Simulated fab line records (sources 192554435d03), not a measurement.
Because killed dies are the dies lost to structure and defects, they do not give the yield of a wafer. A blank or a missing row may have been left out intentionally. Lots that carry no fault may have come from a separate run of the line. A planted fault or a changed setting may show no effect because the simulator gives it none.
Problem report in the 8D (eight disciplines) form, filled by code ; flow n5-finfet ; the parts of the form that need people (team, actions taken, sign-off) are left out

== 1. THE ISSUE ==
Mean of time-to-endpoint-s at N5_BEOL_M4_CMP_52: 122 s across 3 wafers in 3 lots; on wafers with no fault it is 62 s (standard deviation 3.7). That is +16 standard deviations from the usual mean.
The step: polishes, stops on SiOC, t overpolish 6.8 s, target thk 40 nm.
The first sign was on wafer L905.1 at day 10 18:25, on cmp-01. At this step, 27 wafers from 10 lots have a number in the record. Rule for "out", or "out of limits": more than 4 standard deviations from the usual mean. The other wafers with a number count as sound.

== 2. WHAT THIS IS AND IS NOT ==
question;is;is not
which readings at this step;time-to-endpoint-s;head-pressure-psi, motor-current-A, slurry-flow-ml-min
which lots;L905, L908, L909;L895, L896, L897, L899, L913, L914, L915
which wafers of those lots;L905.1, L908.1, L909.1;L905.5, L908.5, L909.5
read on which tools;cmp-01, cmp-02, cmp-04;-
when;from day 10 18:25;"up to then (13 sound wafers); but 11 sound wafers of L908, L909, L913, L914, L915 came after"

== 3. WHAT RULES OUT EACH SUSPECT ==
Counting: if a tool at a process step up to the reading ran every lot that is out, it stays a suspect. Sound lots after the first of them don't rule it out here, since some wafers of a struck lot are sound.
- ecd-cu-02 at N5_BEOL_M4_ECD_50 (material Cu, target thk 300 nm): kept. It ran every lot that is out, first L905 (day 10 17:52); its last sound lot up to then is L899 (day 9 07:47).
- rtp-anneal-02 at N5_BEOL_M4_ANNEAL_51 (time 90 s): kept. It ran every lot that is out, first L905 (day 10 18:03); its last sound lot up to then is L899 (day 9 07:56).
Left after counting: ecd-cu-02 at N5_BEOL_M4_ECD_50, rtp-anneal-02 at N5_BEOL_M4_ANNEAL_51.

== 4. THE CAUSE (what the simulator had put in) ==
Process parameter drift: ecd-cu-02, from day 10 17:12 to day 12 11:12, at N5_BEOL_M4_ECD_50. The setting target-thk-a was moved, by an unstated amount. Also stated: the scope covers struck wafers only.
Of the 2 suspects that counting leaves, this tool is one.

== 5. THE EFFECT CHAIN, in route order ==
Rows list readings where the struck wafers' mean (over those with a number) sits beyond 3 standard deviations from the usual. Only readings for which the record gives a usual standard deviation are gone through. hours: the time from each lot's start at the first step in this table that gives one to its start at this step, as a median over the lots. sigmas: the change in usual standard deviations.
hours;step;reading;usual;on struck wafers;change;sigmas
0;N5_BEOL_M4_CMP_52;time-to-endpoint-s;62 s;122;+60;+16
It contains these process steps:
- N5_BEOL_M4_CMP_52: polishes, stops on SiOC, t overpolish 6.8 s, target thk 40 nm.
Later measuring or inspecting steps at which every struck wafer that the step has a row for has a number for every such reading, and none has moved that far: N5_BEOL_M4_RC_MEAS_101.

== 6. WHAT WOULD HAVE CAUGHT IT SOONER ==
In this record the first reading out of limits was taken at day 10 18:25, 1 hour after the fault began at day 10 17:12.
L909, L908, from the lots that are out (3), started N5_BEOL_M4_ECD_50 on ecd-cu-02 later than day 10 18:25. A hold on the tool at that time would have spared those 2.
